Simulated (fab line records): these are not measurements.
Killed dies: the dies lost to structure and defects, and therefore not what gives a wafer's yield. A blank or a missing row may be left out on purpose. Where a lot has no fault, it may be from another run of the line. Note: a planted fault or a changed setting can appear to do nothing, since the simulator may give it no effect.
Chamber matching	flow nand-harc	rie-diel-13 running NHARC_A_STAIRCASE_TRIM_12: 4 sister chambers
The step chemistry O2, time 211.2 s. 16 wafers are shown with their chamber, then 8 later ones without.

## EACH WAFER AND ITS CHAMBER
wafer	chamber	showerhead-plenum-p-Torr (Torr)	oes-product-au (a.u.)	throttle-valve-pct (%)
L074.1	0	3.65	0.992	17.045
L074.3	2	3.42	1.001	17.024
L074.6	3	3.56	1.012	17.030
L076.1	0	3.64	0.998	17.036
L076.4	0	3.64	1.003	17.028
L076.5	3	3.56	1.005	17.050
L080.1	0	3.63	1.005	17.032
L080.4	3	3.55	1.008	17.041
L080.6	2	3.40	1.003	17.034
L084.2	0	3.63	0.985	17.042
L084.4	2	3.40	1.006	17.044
L084.5	0	3.63	0.988	17.026
L085.1	2	3.40	1.016	17.022
L085.2	0	3.62	1.006	17.050
L085.3	1	3.61	1.014	17.023
L088.1	3	3.53	0.998	17.043

SIGNATURES, as means of the wafers listed above
reading	chamber 0	chamber 1	chamber 2	chamber 3	scatter within a chamber
showerhead-plenum-p-Torr	3.6343	3.6100	3.4050	3.5500	0.0111
oes-product-au	0.99671	1.01400	1.00650	1.00575	0.00747
throttle-valve-pct	17.03700	17.02300	17.03100	17.04100	0.00913
Rule: for each reading, subtract the chamber's mean from the wafer's reading, divide by that reading's scatter and square the result; add these up over the readings and take the root, which gives the wafer's distance from the chamber. If the next closest chamber is less than 2 further off than the closest, the wafer can't be placed; otherwise it belongs to the closest. The scatter: the root of (the sum of the squares of (reading less its chamber's mean) over the shown wafers, divided by (wafers less chambers)).

## WAFERS WHOSE CHAMBER IS MISSING
wafer	showerhead-plenum-p-Torr (Torr)	oes-product-au (a.u.)	throttle-valve-pct (%)
L088.4	3.39	0.998	17.043
L088.5	3.53	1.002	17.025
L090.1	3.39	0.988	17.039
L090.5	3.62	0.988	17.034
L090.6	3.60	1.005	17.032
L095.2	3.52	1.005	17.039
L095.3	3.38	0.999	17.024
L095.6	3.38	1.010	17.031

## WHICH CHAMBER EACH WENT THROUGH
wafer	from the rows above	in truth
L088.4	2	2
L088.5	3	3
L090.1	2	2
L090.5	0	0
L090.6	can't be placed: 1 or 0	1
L095.2	3	3
L095.3	2	2
L095.6	2	2
Correct placement for 7 of the 8. Can't be placed from these rows: 1 (the true chamber is among the candidates in 1). Number placed wrongly: 0.
